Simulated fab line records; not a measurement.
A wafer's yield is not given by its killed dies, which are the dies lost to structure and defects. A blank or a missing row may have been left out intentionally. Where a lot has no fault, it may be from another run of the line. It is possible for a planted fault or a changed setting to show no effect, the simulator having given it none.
A struck lot beside a sound one :: flow nand harc :: 38 steps out of a route of 1159
Sound: the wafers L235.1, L235.5, L235.6. Wafers struck: L240.2, L240.4, L240.5. The cause is named last.
For every step that has rows: the tool of each side, followed by ch and its chambers, followed by its first start. Under that, the readings that differ: sound wafers :: struck wafers :: difference of the means :: sigmas: that difference in standard deviations of wafers without a fault.
alike: readings whose means differ by less than 2 such deviations, and words and numbers that are the same on both sides. not compared: withheld readings, readings that some wafer has no value for, bounds like >300 that may hide the same value, and numbers for which the record gives no deviation and whose values overlap.
Wherever a step has rows on one side only, a row that says differs or no value, or a row with sigmas, the two part there. Numbers that have no deviation but don't overlap get no sigmas and don't part them. Lack of a reading on every wafer of one side parts them only where that side has two or more wafers.

first, 10 steps without rows for these wafers: NHARC_A_CHANNEL_HOLE_D1_DEP_00 (deposits aC, target thk 3100 nm); NHARC_A_CHANNEL_HOLE_D1_DEP_01 (deposits SiON, target thk 140 nm); NHARC_A_CHANNEL_HOLE_D1_DEHYDRATE_02 (time 120 s); NHARC_A_CHANNEL_HOLE_D1_HMDS_03 (time 30 s); NHARC_A_CHANNEL_HOLE_D1_COAT_36 (time 75 s); NHARC_A_CHANNEL_HOLE_D1_COAT_37 (time 65 s); NHARC_A_CHANNEL_HOLE_D1_COAT_04 (resist thk 90 nm); NHARC_A_CHANNEL_HOLE_D1_SOFTBAKE_05 (time 55 s); NHARC_A_CHANNEL_HOLE_D1_EBR_06; NHARC_A_CHANNEL_HOLE_D1_EXPOSE_07 (exposes mask HOLE D1, target cd 100 nm).
NHARC_A_CHANNEL_HOLE_D1_PEB_08: peb time 65 s.
  sound on litho track-06 ch 0, day 9 11:34; struck on litho track-06 ch 0, day 10 22:23
reading: heater power total W (W)
sound: 156.1 156.7 156.5
struck: 182.5 182.4 181.9
difference: +25.8
sigmas: +60

reading: plate temp C (C)
sound: 100.19 100.13 99.96
struck: 111.92 111.85 111.73
difference: +11.74
sigmas: +90
then, 1 step without rows for these wafers: NHARC_A_CHANNEL_HOLE_D1_DEVELOP_09 (develop time 35 s).
NHARC_A_CHANNEL_HOLE_D1_CD_MEAS_10: the cd target is 100 nm.
  sound on cd sem-02 ch 0, day 9 11:39; struck on cd sem-03 ch 0, day 10 22:28
reading: cd nm (nm)
sound: 99.7 100.6 99.2
struck: 125.6 126.2 125.6
difference: +26.0
sigmas: +43
NHARC_A_CHANNEL_HOLE_D1_DESCUM_15: chemistry O2, time 3 s.
  sound on rie diel-06 ch 0,2,3, day 9 11:52; struck on rie diel-05 ch 1,2, day 10 22:38
reading: model.A_CHANNEL_HOLE_D1.cd nm (nm)
sound: 100.9 101.9 99.45
struck: 126 126.7 125.6
difference: +25
sigmas: 
  alike: drypump motor current A, mfc ar sccm, oes product au, rf vpp V, showerhead plenum p Torr, throttle valve pct
  not compared: rf hours counter h
then, 4 steps without rows for these wafers: NHARC_A_CHANNEL_HOLE_D1_ETCH_38 (etches the open film in CF4, target depth 39 nm, time 65 s); NHARC_A_CHANNEL_HOLE_D1_ETCH_39 (etches the open film in N2/H2, target depth 260 nm, time 325 s); NHARC_A_CHANNEL_HOLE_D1_ETCH_34 (etches the open film in CF4/CHF3, target depth 154 nm, time 77 s); NHARC_A_CHANNEL_HOLE_D1_ETCH_16 (etches the open film in O2/COS, target depth 3100 nm, time 806 s).
NHARC_A_CHANNEL_HOLE_D1_CD_MEAS_18:
  sound on cd sem-01 at day 9 12:57; struck on cd sem-01 at day 10 23:46
reading: cd nm (nm)
sound: 101 93 99
struck: 126 125 123
difference: +27
sigmas: +9
then, 12 steps without rows for these wafers: NHARC_A_CHANNEL_HOLE_D1_ETCH_19 (etches the open film in C4F8/O2/Ar, time 34.5 s); NHARC_A_CHANNEL_HOLE_D1_ETCH_20 (etches the open film in C4F8/O2/Ar, time 361.9 s, target depth 1600 nm); NHARC_A_CHANNEL_HOLE_D1_ETCH_21 (etches the open film in C4F8/O2/Ar, time 514.3 s, target depth 1600 nm); NHARC_A_CHANNEL_HOLE_D1_ETCH_22 (etches the open film in C4F8/O2/Ar, time 666.7 s, target depth 1600 nm); NHARC_A_CHANNEL_HOLE_D1_ETCH_23 (etches the open film in C4F8/O2/Ar, time 819 s, target depth 1600 nm); NHARC_A_CHANNEL_HOLE_D1_ETCH_24 (etches the open film in C4F8/O2/Ar, time 906.2 s, target depth 1500 nm); NHARC_A_CHANNEL_HOLE_D1_ETCH_25 (etches the open film in C4F8/O2/Ar, time 1040.2 s, target depth 1500 nm); NHARC_A_CHANNEL_HOLE_D1_ETCH_26 (etches the open film in C4F8/O2/Ar, time 224.1 s, target depth 300 nm); NHARC_A_CHANNEL_HOLE_D1_ETCH_33 (etches the open film in C4F8/O2/Ar, time 90 s, target depth 400 nm); NHARC_A_CHANNEL_HOLE_D1_STRIP_41 (strips in N2/H2); NHARC_A_CHANNEL_HOLE_D1_STRIP_42 (strips in CF4/CHF3); NHARC_A_CHANNEL_HOLE_D1_STRIP_43 (strips in O2/COS).
NHARC_A_CHANNEL_HOLE_D1_ETCH_44: etches the open film in CF4/O2, target depth 140 nm, overetch 14 nm, time 77 s.
  sound on rie diel-09 ch 0,1, day 9 18:05; struck on rie diel-09 ch 0,2,3, day 11 04:34
reading: model.A_CHANNEL_HOLE_D1.cd nm (nm)
sound: 90.88 93 90.86
struck: 115.6 116.5 116.5
difference: +24.6
sigmas: 
  alike: drypump motor current A, mfc ar sccm, oes product au, rf vpp V, showerhead plenum p Torr, throttle valve pct
  not compared: rf hours counter h
then, 3 steps without rows for these wafers: NHARC_A_CHANNEL_HOLE_D1_STRIP_27 (strips in O2); NHARC_A_CHANNEL_HOLE_D1_PRECLEAN_28 (cleans in SC1); NHARC_A_CHANNEL_HOLE_D1_SRD_29.
NHARC_A_CHANNEL_HOLE_D1_CD_MEAS_30:
  sound on cd sem-01 at day 9 19:14; struck on cd sem-03 at day 11 05:22
reading: cd nm (nm)
sound: 91.0 92.7 91.1
struck: 114.8 116.0 116.7
difference: +24.2
sigmas: +16
NHARC_A_CHANNEL_HOLE_D1_XSEM_31:
  sound on xsem-01 ch 0, day 9 19:19; struck on xsem-02 ch 0, day 11 05:28
reading: bot cd nm (nm)
sound: 74.9 77.8 75.1
struck: 99.5 101.3 100.8
difference: +24.6
sigmas: +16
  alike: bow nm, tilt deg
-- record jumps: 14 days between struck wafers' starts before vs after; left off in module A_CHANNEL_HOLE_D1, resumes in module END, first step shown is number 1159 of the route --
NHARC_END_SORT_01:
  only the struck wafers appear in the record here, on prober-02 ch 0 at day 24 20:03; the sound ones have no rows

== WHERE THEY PART ==
Last at NHARC_END_SORT_01 as far as this record goes, first at NHARC_A_CHANNEL_HOLE_D1_PEB_08.

WHY: the cause the simulator had injected
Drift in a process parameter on litho track-06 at NHARC_A_CHANNEL_HOLE_D1_PEB_08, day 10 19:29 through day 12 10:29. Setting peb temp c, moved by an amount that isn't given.
